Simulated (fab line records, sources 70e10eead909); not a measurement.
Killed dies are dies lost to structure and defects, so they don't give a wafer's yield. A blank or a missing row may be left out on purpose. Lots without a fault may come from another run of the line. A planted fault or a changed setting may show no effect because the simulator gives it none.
A struck lot beside a sound one | flow nand_harc | 11 steps out of a route of 1302
Sound: wafers L981.3, L981.4, L981.5. Struck: wafer L990.1. (L990.2, L990.4 of the same lot were not struck and are left out.) The cause comes at the end.
At each step with rows: each side's tool, then ch and its chambers, then its first start. Under that, the readings that differ: sound wafers | struck wafers | difference of the means | sigmas: that difference in standard deviations of wafers without a fault.
alike: readings whose means differ by less than 2 such deviations, and words and numbers that are the same on both sides. not compared: withheld readings, readings that some wafer has no value for, bounds like >300 that may hide the same value, and numbers for which the record gives no deviation and whose values overlap.
The two part at a step that has a row with sigmas, a row that says differs or no value, or rows on one side only. Numbers that don't overlap but have no deviation are shown without sigmas and don't part them. A reading that every wafer of one side lacks parts them only if that side has two wafers or more.

first, 1 step without rows for these wafers: NHARC_A_WL_FILL_CVD_23 (deposits poly-Si, target thk 40 nm, time 800 s).
NHARC_A_WL_FILL_ETCHBACK_26: etches the open film in HBr, target depth 52 nm, time 13.3 s.
  sound on rie_si-04 ch 0,1,3, day 24 02:31; struck on rie_si-03 ch 1, day 27 10:34
  reading                      | sound          | struck | difference | sigmas
  he_backside_leak_sccm (sccm) | 2.38 2.77 2.41 | 3.38   | +0.86      | +4
  alike: drypump_motor_current_A, oes_product_au, rf_fwd_power_W, throttle_valve_pct
  not compared: rf_hours_counter_h
then, 2 steps without rows for these wafers: NHARC_A_WL_FILL_PRECLEAN_30 (cleans in dHF, time 10 s); NHARC_A_WL_FILL_SRD_14.
NHARC_A_WL_FILL_ALD_19: deposits TiN, target thk 2 nm, pulse time 3 s, ald cycles 100.
  sound on ald_metal-02 ch 0,1, day 24 02:47; struck on ald_metal-02 ch 3, day 27 10:52
  alike: heater_power_w, precursor_pulse_height_rel, susceptor_temp_C
NHARC_A_WL_FILL_CVD_20: deposits W, target thk 100 nm, time 74 s.
  sound on cvd_w-02 ch 0,1; struck on cvd_w-01 ch 0
  reading              | sound | struck | difference                   | sigmas
  susceptor_temp_C (C) | - - - | 400.32 | no value on the sound wafers |
  alike: heater_power_w, mfc_h2_sccm, throttle_valve_pct
NHARC_A_WL_FILL_CMP_12: polishes, t overpolish 30 s, target thk 100 nm.
  sound on cmp-04 ch 0,1, day 24 03:11; struck on cmp-02 ch 3, day 27 11:34
  alike: motor_current_A, overpolish_run_s, time_to_endpoint_s
then, 1 step without rows for these wafers: NHARC_A_WL_FILL_SRD_31.
NHARC_A_WL_FILL_INSPECT_15:
  sound on defect_inspect-01, day 24 03:38; struck on defect_inspect-01, day 27 12:02
  alike: raw_defect_count
NHARC_A_CONTACT_DEP_24: deposits SiO2, target thk 500 nm.
  sound on pecvd-01 ch 0,1,2, day 24 03:43; struck on pecvd-01 ch 1, day 27 12:10
  reading                   | sound             | struck | difference | sigmas
  mfc_precursor_sccm (sccm) | 161.8 161.4 161.3 | 176.6  | +15.1      | +27
  alike: heater_power_w, rf_fwd_power_W, susceptor_temp_C, throttle_valve_pct
then, 1 step without rows for these wafers: NHARC_END_SORT_01.

WHERE THEY PART
First at NHARC_A_WL_FILL_ETCHBACK_26; last, within this record, at NHARC_A_CONTACT_DEP_24.

WHY: what the simulator had put in
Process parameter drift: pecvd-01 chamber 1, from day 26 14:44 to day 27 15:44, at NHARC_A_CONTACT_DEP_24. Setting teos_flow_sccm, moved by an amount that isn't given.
